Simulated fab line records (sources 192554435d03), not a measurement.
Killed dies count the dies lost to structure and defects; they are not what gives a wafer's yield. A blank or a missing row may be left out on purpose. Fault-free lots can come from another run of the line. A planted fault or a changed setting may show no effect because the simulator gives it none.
Split-lot experiment || flow n5 finfet || route with 1938 steps; 7 lots, 21 wafers read

## THE SPLIT
At N5_BEOL_M7_PECVD_70 (deposits SiO2 from TEOS/O2, target thk 20 nm, time 22.7 s), the setting temp c was moved away from the recipe's 400 C on 2 of the 21 wafers read, by -2.7% to -1.7%. This setting was run at the recipe's value on the other wafers.

## FROM THE SPLIT TO THE READING: what the file shows between them, 3 steps
- N5_BEOL_M7_HM_DEP_02: deposits TiN, target thk 20 nm
- N5_BEOL_M7_COAT_59: time 60 s, resist thk 100 nm
- N5_BEOL_M7_STRIP_80: strips in N2/H2, time 10 s

## THE READING
SiO2_of_BEOL_M7_PECVD_70.thk nm (the simulator's own value, which no gauge read), in nm, at N5_BEOL_M7_HM_STRIP_39 (strips TiN in peroxide tin strip, target depth 25 nm, time 158 s). The file does not state a usual value for it. Here, 19 wafers ran the recipe; their average is 19.9 nm with a standard deviation of 0.31 nm.

{"wafer": "L074.2", "tool, chamber at the split": "pecvd-04, 0,1", "temp c as run, C": 400, "against the recipe": "recipe", "SiO2_of_BEOL_M7_PECVD_70.thk nm, nm": 19.4, "against lot-mates on the recipe": "-"}
{"wafer": "L074.4", "tool, chamber at the split": "pecvd-04, 2", "temp c as run, C": 389.2, "against the recipe": "-2.7%", "SiO2_of_BEOL_M7_PECVD_70.thk nm, nm": 21.2, "against lot-mates on the recipe": "+1.7"}
{"wafer": "L074.5", "tool, chamber at the split": "pecvd-04, 0,1", "temp c as run, C": 400, "against the recipe": "recipe", "SiO2_of_BEOL_M7_PECVD_70.thk nm, nm": 19.6, "against lot-mates on the recipe": "-"}
{"wafer": "L079.1", "tool, chamber at the split": "pecvd-02, 0,1", "temp c as run, C": 400, "against the recipe": "recipe", "SiO2_of_BEOL_M7_PECVD_70.thk nm, nm": 19.8, "against lot-mates on the recipe": "-"}
{"wafer": "L079.2", "tool, chamber at the split": "pecvd-02, 0,1", "temp c as run, C": 400, "against the recipe": "recipe", "SiO2_of_BEOL_M7_PECVD_70.thk nm, nm": 20, "against lot-mates on the recipe": "-"}
{"wafer": "L079.6", "tool, chamber at the split": "pecvd-02, 0", "temp c as run, C": 393.3, "against the recipe": "-1.7%", "SiO2_of_BEOL_M7_PECVD_70.thk nm, nm": 20.8, "against lot-mates on the recipe": "+0.9"}
{"wafer": "L086.2", "tool, chamber at the split": "pecvd-03, 0", "temp c as run, C": 400, "against the recipe": "recipe", "SiO2_of_BEOL_M7_PECVD_70.thk nm, nm": 20.2, "against lot-mates on the recipe": "-"}
{"wafer": "L086.5", "tool, chamber at the split": "pecvd-03, 1,0", "temp c as run, C": 400, "against the recipe": "recipe", "SiO2_of_BEOL_M7_PECVD_70.thk nm, nm": 20.4, "against lot-mates on the recipe": "-"}
{"wafer": "L086.6", "tool, chamber at the split": "pecvd-03, 1,0", "temp c as run, C": 400, "against the recipe": "recipe", "SiO2_of_BEOL_M7_PECVD_70.thk nm, nm": 20.4, "against lot-mates on the recipe": "-"}
{"wafer": "L088.2", "tool, chamber at the split": "pecvd-03, 1", "temp c as run, C": 400, "against the recipe": "recipe", "SiO2_of_BEOL_M7_PECVD_70.thk nm, nm": 20, "against lot-mates on the recipe": "-"}
{"wafer": "L088.4", "tool, chamber at the split": "pecvd-03, 1", "temp c as run, C": 400, "against the recipe": "recipe", "SiO2_of_BEOL_M7_PECVD_70.thk nm, nm": 20, "against lot-mates on the recipe": "-"}
{"wafer": "L088.6", "tool, chamber at the split": "pecvd-03, 2", "temp c as run, C": 400, "against the recipe": "recipe", "SiO2_of_BEOL_M7_PECVD_70.thk nm, nm": 20.2, "against lot-mates on the recipe": "-"}
{"wafer": "L087.1", "tool, chamber at the split": "pecvd-03, 2,0,1", "temp c as run, C": 400, "against the recipe": "recipe", "SiO2_of_BEOL_M7_PECVD_70.thk nm, nm": 20, "against lot-mates on the recipe": "-"}
{"wafer": "L087.3", "tool, chamber at the split": "pecvd-03, 2,0,1", "temp c as run, C": 400, "against the recipe": "recipe", "SiO2_of_BEOL_M7_PECVD_70.thk nm, nm": 19.8, "against lot-mates on the recipe": "-"}
{"wafer": "L087.4", "tool, chamber at the split": "pecvd-03, 2,0,1", "temp c as run, C": 400, "against the recipe": "recipe", "SiO2_of_BEOL_M7_PECVD_70.thk nm, nm": 19.8, "against lot-mates on the recipe": "-"}
{"wafer": "L090.3", "tool, chamber at the split": "pecvd-04, 0", "temp c as run, C": 400, "against the recipe": "recipe", "SiO2_of_BEOL_M7_PECVD_70.thk nm, nm": 19.8, "against lot-mates on the recipe": "-"}
{"wafer": "L090.5", "tool, chamber at the split": "pecvd-04, 2,1", "temp c as run, C": 400, "against the recipe": "recipe", "SiO2_of_BEOL_M7_PECVD_70.thk nm, nm": 20, "against lot-mates on the recipe": "-"}
{"wafer": "L090.6", "tool, chamber at the split": "pecvd-04, 2,1", "temp c as run, C": 400, "against the recipe": "recipe", "SiO2_of_BEOL_M7_PECVD_70.thk nm, nm": 20, "against lot-mates on the recipe": "-"}
{"wafer": "L089.1", "tool, chamber at the split": "pecvd-04, 0,1", "temp c as run, C": 400, "against the recipe": "recipe", "SiO2_of_BEOL_M7_PECVD_70.thk nm, nm": 19.4, "against lot-mates on the recipe": "-"}
{"wafer": "L089.3", "tool, chamber at the split": "pecvd-04, 2", "temp c as run, C": 400, "against the recipe": "recipe", "SiO2_of_BEOL_M7_PECVD_70.thk nm, nm": 19.4, "against lot-mates on the recipe": "-"}
{"wafer": "L089.5", "tool, chamber at the split": "pecvd-04, 0,1", "temp c as run, C": 400, "against the recipe": "recipe", "SiO2_of_BEOL_M7_PECVD_70.thk nm, nm": 19.4, "against lot-mates on the recipe": "-"}
If several chambers appear in one row, that row covers several wafers at once and the file leaves open which wafer was in which chamber.

THE FIT
A straight line over all 21 wafers: SiO2_of_BEOL_M7_PECVD_70.thk nm changes by -0.508 nm for each +1% of temp c; r = -0.75; the points scatter about the line by 0.31 nm.
The same after taking each lot's own level away (the mean of its wafers on the recipe; 21 wafers): -0.605 nm for each +1%; r = -0.98; scatter 0.093 nm.
On that fit, the largest move of temp c shifts the reading by 1.6 nm.
Across the lots, their own levels run from 19.40 to 20.33 nm, a range of 3.0 times the standard deviation given above.
So the lot-to-lot level blurs the effect unless lot-mates are compared.
Check: for one of the wafers moved furthest among these (-2.7%), held out of the fit, the line's prediction against its lot-mates is +1.45 nm. Against them it came out at +1.7 nm.

## ADDITIONAL SPLITS CARRIED BY THESE WAFERS
These wafers also went through other splits before the reading. Each is held against what the fit with the lots' levels taken away leaves over:
{"other split on the same wafers": "N5_BEOL_M6_HM_DEP_02 target thk a", "wafers away from the commonest value": 5, "r with SiO2_of_BEOL_M7_PECVD_70.thk nm (lot level and that fit taken away)": "+0.12"}

## THE WHOLE CHAIN: every reading that the file lists as answering this split, in the file's order
{"step": "N5_BEOL_M7_PECVD_70", "what it does": "deposits SiO2 from TEOS/O2, target thk 20 nm, time 22.7 s", "reading": "SiO2_of_BEOL_M7_PECVD_70.thk nm (the simulator's own value, which no gauge read)", "change (the file's fit)": "-0.647 nm for each +1% of the setting", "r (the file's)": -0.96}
{"step": "N5_BEOL_M7_HM_STRIP_39", "what it does": "strips TiN in peroxide tin strip, target depth 25 nm, time 158 s", "reading": "SiO2_of_BEOL_M7_PECVD_70.thk nm (the simulator's own value, which no gauge read)", "change (the file's fit)": "-0.604 nm for each +1% of the setting", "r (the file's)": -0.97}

## THE FILE'S OWN FIT
SiO2_of_BEOL_M7_PECVD_70.thk nm changes by -0.604 nm for each +1% of temp c, r = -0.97.
